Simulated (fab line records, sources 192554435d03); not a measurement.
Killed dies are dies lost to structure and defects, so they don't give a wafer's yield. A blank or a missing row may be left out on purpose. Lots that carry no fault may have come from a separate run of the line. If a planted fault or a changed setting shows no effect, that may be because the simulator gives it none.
One fault through the eyes of 2 desks :: flow n5_finfet :: each desk has only its own numbers; what lay behind them comes last

AT THE TOOL OWNER'S DESK: remote_plasma-02
The tool's own readings at N5_ILD0_PRECLEAN_10 (cleans in NF3:NH3, afs cycles 5, time 20 s, sublimation time 60 s): means of the sampled wafers that have a number, for each lot that ran on this tool. Any lot whose mean is over 4 standard deviations away from the usual mean is out of limits and marked OUT; that distance is given in the brackets.
Columns: A = pressure_torr at N5_ILD0_PRECLEAN_10, usual 3.000 Torr; B = rf_power_w at N5_ILD0_PRECLEAN_10, usual 30.00 W; C = sublimation_temp_c at N5_ILD0_PRECLEAN_10, usual 180.00 C
lot: L351
first seen here: day 5 02:05
A: 3.005
B: 30.05
C: 180.09

lot: L353
first seen here: day 5 14:25
A: 3.000
B: 29.83
C: 180.07

lot: L356
first seen here: day 6 14:10
A: 3.003
B: 29.89
C: 180.13

lot: L357
first seen here: day 6 16:34
A: 2.999
B: 30.03
C: 180.09
Finding of this desk: none of the 4 lots has anything out of limits.

FROM THE METROLOGY DESK
What the gauges read for every lot (on any tool): the sampled wafers with a number, averaged. Any lot whose mean is over 4 standard deviations away from the usual mean is out of limits and marked OUT; that distance is given in the brackets. Readings shown: 7 of its 10, picked as those furthest out on some lot.
Columns: A = DIBL_N at N5_BEOL_M4_RC_MEAS_101, usual 36.9 mV/V; B = IOFF_N at N5_BEOL_M4_RC_MEAS_101, usual 0.17 nA/um; C = IOFF_P at N5_BEOL_M4_RC_MEAS_101, usual 0.22 nA/um; D = ION_N at N5_BEOL_M4_RC_MEAS_101, usual 674 uA/um; E = SS_P at N5_BEOL_M4_RC_MEAS_101, usual 73.5 mV/dec; F = VT_N at N5_BEOL_M4_RC_MEAS_101, usual 249 mV; G = VT_P at N5_BEOL_M4_RC_MEAS_101, usual -250 mV
lot: L345
first seen here: day 8 11:50
A: 37.2
B: 0.18
C: 0.23
D: 689
E: 73.6
F: 246
G: -248

lot: L346
first seen here: day 8 20:54
A: 37.1
B: 0.16
C: 0.25
D: 660
E: 73.1
F: 251
G: -245

lot: L349
first seen here: day 9 14:09
A: 36.0
B: 0.15
C: 0.20
D: 664
E: 73.7
F: 251
G: -251

lot: L351
first seen here: day 9 17:31
A: 36.2
B: 0.16
C: 0.23
D: 666
E: 73.4
F: 249
G: -247

lot: L353
first seen here: day 10 20:43
A: 35.3
B: 0.15
C: 0.21
D: 670
E: 73.3
F: 251
G: -251

lot: L356
first seen here: day 11 00:10
A: 38.7
B: 0.16
C: 0.18
D: 672
E: 73.4
F: 250
G: -254

lot: L357
first seen here: day 11 09:43
A: 34.3
B: 0.13
C: 0.16
D: 657
E: 72.4
F: 256
G: -255

lot: L360
first seen here: day 11 17:25
A: 37.0
B: 0.19
C: 0.24
D: 676
E: 73.8
F: 247
G: -248

lot: L365
first seen here: day 13 10:24
A: 37.0
B: 0.16
C: 0.23
D: 671
E: 73.7
F: 251
G: -249

lot: L368
first seen here: day 13 22:05
A: 36.1
B: 0.15
C: 0.23
D: 672
E: 73.3
F: 250
G: -247
Finding of this desk: none of the 10 lots has anything out of limits.

TAKEN TOGETHER
The desk of the tool owner found nothing out of limits.
Nothing out of limits was seen by the metrology desk.

WHAT WAS PUT IN BY THE SIMULATOR
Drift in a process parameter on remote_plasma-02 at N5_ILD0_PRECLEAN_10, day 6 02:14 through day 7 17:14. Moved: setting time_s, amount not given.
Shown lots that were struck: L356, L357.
